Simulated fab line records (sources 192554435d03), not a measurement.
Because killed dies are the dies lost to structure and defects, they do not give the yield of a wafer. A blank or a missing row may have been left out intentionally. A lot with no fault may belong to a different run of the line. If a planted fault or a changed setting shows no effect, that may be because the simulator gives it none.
A single fault, viewed from 2 desks + flow n5_finfet + each desk holds nothing but its own numbers, with what lay behind them at the end

TOOL OWNER'S DESK, ald_metal-03
The tool's own readings at N5_HKMG_FIN_NWFM_ALD_20 (deposits TiAlC, target thk 2 nm, pulse time 3 s, purge time 2 s): means of the sampled wafers that have a number, for each lot that ran on this tool. A lot is out of limits, marked OUT, if its mean lies more than 4 standard deviations from the usual mean; the brackets give that distance.
Columns: A = heater_power_w at N5_HKMG_FIN_NWFM_ALD_20, usual 472 W; B = precursor_pulse_height_rel at N5_HKMG_FIN_NWFM_ALD_20, usual 1.001
| lot  | first seen here | A   | B     |
|------|-----------------|-----|-------|
| L271 | day 4 06:28     | 469 | 0.998 |
| L275 | day 5 04:49     | 476 | 0.988 |
| L286 | day 7 21:46     | 450 | 1.003 |
| L287 | day 8 04:10     | 421 | 1.001 |
This desk's verdict: no lot among the 4 shows anything out of limits.

THE METROLOGY DESK
Lot by lot, what the gauges showed, no matter which tool ran the lot: averages of those sampled wafers that carry a number. A lot is out of limits, marked OUT, if its mean lies more than 4 standard deviations from the usual mean; the brackets give that distance. It has 15 readings, of which 7 appear: the earliest out of limits, and the ones furthest out on some lot.
Columns: A = DIBL_N at N5_BEOL_M4_RC_MEAS_101, usual 37.1 mV/V; B = DIBL_P at N5_BEOL_M4_RC_MEAS_101, usual 37 mV/V; C = IOFF_N at N5_BEOL_M4_RC_MEAS_101, usual 0.18 nA/um; D = IOFF_N_LIN at N5_BEOL_M4_RC_MEAS_101, usual 0.078 nA/um; E = IOFF_N_LONG at N5_BEOL_M4_RC_MEAS_101, usual 5.47e-05 nA/um; F = VT_N_LONG at N5_BEOL_M4_RC_MEAS_101, usual 275.4 mV; G = VT_N_LVT at N5_BEOL_M4_RC_MEAS_101, usual 98 mV
| lot  | first seen here | A    | B  | C    | D     | E                   | F                | G   |
|------|-----------------|------|----|------|-------|---------------------|------------------|-----|
| L271 | day 8 11:45     | 39.0 | 41 | 0.21 | 0.091 | 5.24e-05            | 277.0            | 96  |
| L275 | day 9 08:38     | 35.0 | 34 | 0.13 | 0.060 | 5.43e-05            | 274.7            | 101 |
| L274 | day 9 13:48     | 37.4 | 38 | 0.20 | 0.086 | 5.82e-05            | 272.7            | 94  |
| L277 | day 9 18:23     | 36.2 | 37 | 0.16 | 0.071 | 5.44e-05            | 276.1            | 99  |
| L287 | day 12 10:06    | 37.5 | 37 | 0.21 | 0.093 | 6.69e-05 (+6.4) OUT | 267.5 (-4.7) OUT | 93  |
| L286 | day 12 13:16    | 39.7 | 39 | 0.31 | 0.126 | 6.77e-05 (+6.9) OUT | 268.0 (-4.4) OUT | 88  |
| L289 | day 12 16:34    | 38.6 | 40 | 0.22 | 0.091 | 5.81e-05            | 276.9            | 95  |
| L288 | day 12 18:37    | 34.6 | 33 | 0.14 | 0.064 | 5.59e-05            | 273.9            | 102 |
| L290 | day 12 21:28    | 42.8 | 45 | 0.30 | 0.116 | 5.44e-05            | 276.0            | 91  |
This desk finds L286, L287 out of limits, with the earliest case on L287 at day 12 10:06 (IOFF_N_LONG at N5_BEOL_M4_RC_MEAS_101). L271, L275, L274, L277, L289, L288, L290 stayed within limits.

TAKEN TOGETHER
On L286, L287, the metrology desk was in a position to raise an alarm at day 12 10:06.
The tool owner's desk saw nothing out of limits.
On record at the tool owner's desk: L286, L287, within its limits.
Every lot named ran N5_HKMG_FIN_NWFM_ALD_20 on ald_metal-03.

WHAT THE SIMULATOR HAD INSERTED
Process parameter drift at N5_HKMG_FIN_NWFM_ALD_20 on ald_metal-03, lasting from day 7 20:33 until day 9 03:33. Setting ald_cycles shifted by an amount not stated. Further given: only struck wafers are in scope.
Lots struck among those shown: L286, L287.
Time in hours between the start of the fault and the first out-of-limits reading at each desk: metrology desk, 110.
